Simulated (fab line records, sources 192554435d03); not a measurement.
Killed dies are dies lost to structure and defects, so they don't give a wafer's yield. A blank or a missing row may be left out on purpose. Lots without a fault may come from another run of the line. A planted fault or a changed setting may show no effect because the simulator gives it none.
Split-lot experiment | flow n5_finfet | 7 lots, 21 wafers read, on a route of 1938 steps

THE SPLIT
At N5_BEOL_M11_COAT_63 (time 60 s, resist thk 100 nm), the setting spin_rpm was moved away from the recipe's 1500 rpm on 5 of the 21 wafers read, by -11.2% to +11.1%. The other wafers ran this setting at the recipe's value.

FROM THE SPLIT TO THE READING: what the file shows between them, 7 steps
- N5_BEOL_M11_COAT_64: time 60 s, resist thk 30 nm (also split here: spin_rpm)
- N5_BEOL_M11_COAT_22: resist thk 90 nm
- N5_BEOL_M11_EBR_24
- N5_BEOL_M11_DESCUM_33: chemistry O2, time 7.9 s
- N5_BEOL_M11_ETCH_65: etches SiARC in CF4, target depth 39 nm, time 65 s
- N5_BEOL_M11_ETCH_66: etches SOC in N2/H2, target depth 120 nm, overetch 24 nm, time 180 s
- N5_BEOL_M11_STRIP_69: strips in N2/H2

THE READING
SOC_of_BEOL_M11_COAT_63.thk_nm (the simulator's own value, which no gauge read), in nm, at N5_BEOL_M11_VIA_ETCH_34 (etches SiCOH lowk in C4F6/O2, target depth 184.5 nm, time 69.2 s). The file gives no usual value for it. The 16 wafers here that ran the recipe average 92.3 nm, standard deviation 0.26 nm.

wafer  | tool, chamber at the split | spin_rpm as run, rpm | against the recipe | SOC_of_BEOL_M11_COAT_63.thk_nm, nm | against lot-mates on the recipe
L077.1 | litho_track-04, 0          | 1500                 | recipe             | 92.2                               | -
L077.2 | litho_track-04, 0          | 1500                 | recipe             | 92.4                               | -
L077.4 | litho_track-04, 0          | 1573                 | +4.9%              | 89.8                               | -2.5
L082.1 | litho_track-02, 0          | 1500                 | recipe             | 92.4                               | -
L082.4 | litho_track-02, 0          | 1500                 | recipe             | 92.6                               | -
L082.5 | litho_track-02, 0          | 1500                 | recipe             | 92.6                               | -
L086.2 | litho_track-02, 0          | 1500                 | recipe             | 92.8                               | -
L086.5 | litho_track-02, 0          | 1628                 | +8.5%              | 88.6                               | -4.1
L086.6 | litho_track-02, 0          | 1500                 | recipe             | 92.6                               | -
L085.1 | litho_track-03, 0          | 1500                 | recipe             | 91.8                               | -
L085.3 | litho_track-03, 0          | 1500                 | recipe             | 92.2                               | -
L085.4 | litho_track-03, 0          | 1500                 | recipe             | 92                                 | -
L089.1 | litho_track-02, 0          | 1500                 | recipe             | 92.2                               | -
L089.3 | litho_track-02, 0          | 1500                 | recipe             | 92.2                               | -
L089.4 | litho_track-02, 0          | 1500                 | recipe             | 92.4                               | -
L092.2 | litho_track-04, 0          | 1332                 | -11.2%             | 98.4                               | +6.1
L092.4 | litho_track-04, 0          | 1500                 | recipe             | 92.6                               | -
L092.6 | litho_track-04, 0          | 1500                 | recipe             | 92                                 | -
L094.3 | litho_track-03, 0          | 1500                 | recipe             | 92.2                               | -
L094.5 | litho_track-03, 0          | 1667                 | +11.1%             | 87.2                               | -5.0
L094.6 | litho_track-03, 0          | 1667                 | +11.1%             | 87                                 | -5.2

THE FIT
A straight line over all 21 wafers: SOC_of_BEOL_M11_COAT_63.thk_nm changes by -0.49 nm for each +1% of spin_rpm; r = -0.99; the points scatter about the line by 0.3 nm.
The same after taking each lot's own level away (the mean of its wafers on the recipe; 21 wafers): -0.491 nm for each +1%; r = -1.00; scatter 0.22 nm.
On that fit, the largest move of spin_rpm shifts the reading by 5.5 nm.
The lots' own levels span 92.00 to 92.70 nm, that is 2.7 times the standard deviation above.
So the lot-to-lot level changes the slope little: the two slopes agree.
Check: with one of the wafers moved furthest among these (-11.2%) left out of the fit, the line predicts +5.21 nm for it against its lot-mates. It came out at +6.1 nm against them.

OTHER SPLITS ON THESE WAFERS
These wafers also went through other splits before the reading. Each is held against what the fit with the lots' levels taken away leaves over:
other split on the same wafers | wafers away from the commonest value | r with SOC_of_BEOL_M11_COAT_63.thk_nm (lot level and that fit taken away)
N5_BEOL_M8_DESCUM_33 time_s    | 6                                    | -0.35
N5_BEOL_M10_ETCH_41 source_w   | 4                                    | -0.11
N5_BEOL_M11_COAT_64 spin_rpm   | 3                                    | +0.12

THE WHOLE CHAIN: every reading that the file lists as answering this split, in the file's order
step                    | what it does                                                         | reading                                                                         | change (the file's fit)               | r (the file's)
N5_BEOL_M11_COAT_63     | time 60 s, resist thk 100 nm                                         | SOC_of_BEOL_M11_COAT_63.thk_nm (the simulator's own value, which no gauge read) | -0.506 nm for each +1% of the setting | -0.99
N5_BEOL_M11_ETCH_66     | etches SOC in N2/H2, target depth 120 nm, overetch 24 nm, time 180 s | etch.depth_nm (the simulator's own value, which no gauge read)                  | -0.502 nm for each +1% of the setting | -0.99
N5_BEOL_M11_VIA_ETCH_34 | etches SiCOH lowk in C4F6/O2, target depth 184.5 nm, time 69.2 s     | SOC_of_BEOL_M11_COAT_63.thk_nm (the simulator's own value, which no gauge read) | -0.498 nm for each +1% of the setting | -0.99

THE FILE'S OWN FIT
SOC_of_BEOL_M11_COAT_63.thk_nm changes by -0.498 nm for each +1% of spin_rpm, r = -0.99.
